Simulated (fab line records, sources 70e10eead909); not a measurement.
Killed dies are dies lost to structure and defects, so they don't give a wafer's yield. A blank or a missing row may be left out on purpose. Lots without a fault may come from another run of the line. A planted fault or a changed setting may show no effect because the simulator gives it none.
Chamber matching | flow nand_harc | NHARC_A_ZERO_WELL_DESCUM_12 on rie_diel-11: 4 sister chambers
The step chemistry O2, time 3 s. 4 wafers are shown with their chamber, then 10 later ones without.

WAFERS WITH THEIR CHAMBER
wafer  | chamber | drypump_motor_current_A (A)
L881.6 | 2       | 6.5
L888.3 | 0       | 5.9
L888.4 | 1       | 6.2
L888.6 | 3       | 5.6

WAFERS WITHOUT THEIR CHAMBER
wafer  | drypump_motor_current_A (A)
L889.2 | 6.3
L889.4 | 6.5
L889.5 | 5.7
L890.2 | 6.5
L890.4 | 5.6
L891.2 | 6.5
L891.3 | 5.7
L892.4 | 6.2
L892.5 | 5.9
L892.6 | 5.7

WHICH CHAMBER EACH WENT THROUGH
wafer  | from the rows above     | in truth
L889.2 | can't be placed: 1 or 2 | 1
L889.4 | 2                       | 2
L889.5 | can't be placed: 3 or 0 | 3
L890.2 | 2                       | 2
L890.4 | 3                       | 3
L891.2 | 2                       | 2
L891.3 | can't be placed: 3 or 0 | 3
L892.4 | 1                       | 1
L892.5 | 0                       | 0
L892.6 | can't be placed: 3 or 0 | 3
Placed correctly: 6 of 10. Can't be placed from these rows: 4 (the true chamber is among the candidates in 4). Placed wrongly: 0.
How it was worked out, from the rows above alone: a wafer's distance from a chamber is the root of the sum, over the readings, of the square of ((its reading less the chamber's mean) divided by the reading's scatter). The wafer belongs to the nearest chamber; if the next one is less than 2 further off, it can't be placed. A chamber's mean is the mean of its shown wafers. The scatter: with one shown wafer a chamber, the root of the mean of the squares of how far each hidden wafer lies from its nearest shown one.
